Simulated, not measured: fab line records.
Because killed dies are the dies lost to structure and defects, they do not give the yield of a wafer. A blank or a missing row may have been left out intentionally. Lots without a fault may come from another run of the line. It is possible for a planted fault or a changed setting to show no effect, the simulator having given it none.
A single fault, viewed from 3 desks + flow n5-finfet + only its own numbers are on each desk; what lay behind them is given at the end

THE DEFECT DESK
For each lot, the counts of the inspections along the route, averaged over the sampled wafers that have a number. Any lot whose mean is over 4 standard deviations away from the usual mean is out of limits and marked OUT; that distance is given in the brackets.
Columns: A = raw-defect-count at N5_MOL_CONTACT_COAG_INSPECT_42, usual 207
| lot  | first seen here | A              |
|------|-----------------|----------------|
| L302 | day 5 03:41     | 176            |
| L303 | day 5 13:23     | 252            |
| L305 | day 6 04:07     | 188            |
| L307 | day 6 08:24     | 192            |
| L312 | day 7 13:05     | 1070 (+19) OUT |
| L321 | day 9 23:51     | 182            |
| L323 | day 10 06:41    | 166            |
| L324 | day 10 14:47    | 159            |
| L325 | day 11 03:11    | 209            |
This desk finds L312 out of limits, L312 being first, at day 7 13:05 (raw-defect-count at N5_MOL_CONTACT_COAG_INSPECT_42). L302, L303, L305, L307, L321, L323, L324, L325: within limits.

AT THE METROLOGY DESK
What the gauges read for every lot (on any tool): the sampled wafers with a number, averaged. Any lot whose mean is over 4 standard deviations away from the usual mean is out of limits and marked OUT; that distance is given in the brackets. Of its 11 readings 7 are shown: those that lie furthest out on some lot.
Columns: A = VD_OVL at N5_MOL_CONTACT_COAG_OVL_MEAS_41, usual -0.1 nm; B = DIBL_N at N5_BEOL_M4_RC_MEAS_101, usual 36.0 mV/V; C = DIBL_P at N5_BEOL_M4_RC_MEAS_101, usual 35.8 mV/V; D = IOFF_P at N5_BEOL_M4_RC_MEAS_101, usual 0.20 nA/um; E = ION_N at N5_BEOL_M4_RC_MEAS_101, usual 670 uA/um; F = ION_P at N5_BEOL_M4_RC_MEAS_101, usual 459 uA/um; G = VT_P at N5_BEOL_M4_RC_MEAS_101, usual -252 mV
| lot  | first seen here | A    | B    | C    | D    | E   | F   | G    |
|------|-----------------|------|------|------|------|-----|-----|------|
| L302 | day 5 03:38     | -1.3 | 36.0 | 36.2 | 0.22 | 673 | 464 | -246 |
| L303 | day 5 13:20     | 0.0  | 35.6 | 34.2 | 0.18 | 660 | 455 | -254 |
| L305 | day 6 04:04     | -0.5 | 36.2 | 36.4 | 0.20 | 668 | 454 | -252 |
| L307 | day 6 08:20     | 0.3  | 35.1 | 36.0 | 0.22 | 664 | 467 | -247 |
| L312 | day 7 13:02     | 0.5  | 35.7 | 36.0 | 0.17 | 669 | 457 | -257 |
| L321 | day 9 23:47     | 0.2  | 34.8 | 33.2 | 0.17 | 669 | 458 | -254 |
| L323 | day 10 06:38    | 0.5  | 36.6 | 37.4 | 0.19 | 664 | 450 | -252 |
| L324 | day 10 14:43    | -0.4 | 36.0 | 36.4 | 0.23 | 678 | 467 | -250 |
| L325 | day 11 03:07    | -0.2 | 33.1 | 32.2 | 0.14 | 648 | 446 | -257 |
This desk's finding: nothing out of limits on any of the 9 lots.

THE TOOL OWNER'S DESK: plasma-asher-02
The tool's own readings at N5_MOL_CONTACT_COAG_STRIP_119 (strips in N2/H2, time 30 s): means of the sampled wafers that have a number, for each lot that ran on this tool. Any lot whose mean is over 4 standard deviations away from the usual mean is out of limits and marked OUT; that distance is given in the brackets.
Columns: A = drypump-motor-current-A at N5_MOL_CONTACT_COAG_STRIP_119, usual 5.4 A; B = heater-power-w at N5_MOL_CONTACT_COAG_STRIP_119, usual 334 W
| lot  | first seen here | A   | B   |
|------|-----------------|-----|-----|
| L303 | day 5 12:43     | 5.2 | 333 |
| L305 | day 6 03:34     | 5.2 | 342 |
| L312 | day 7 12:32     | 5.2 | 336 |
This desk's finding: nothing out of limits on any of the 3 lots.

PUT TOGETHER
The defect desk could have raised an alarm at day 7 13:05, on L312.
At the metrology desk, nothing out of limits was observed.
The desk of the tool owner found nothing out of limits.
The metrology desk has L312 on record, within its limits.
The tool owner's desk has L312 on record, within its limits.
All the named lots went through N5_MOL_CONTACT_COAG_STRIP_119 on plasma-asher-02.

WHAT HAD BEEN PUT IN BY THE SIMULATOR
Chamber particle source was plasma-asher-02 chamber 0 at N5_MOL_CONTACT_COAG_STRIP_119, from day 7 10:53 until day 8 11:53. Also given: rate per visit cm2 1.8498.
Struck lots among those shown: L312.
Hours from the fault's start to each desk's first reading out of limits: the defect desk, 2.
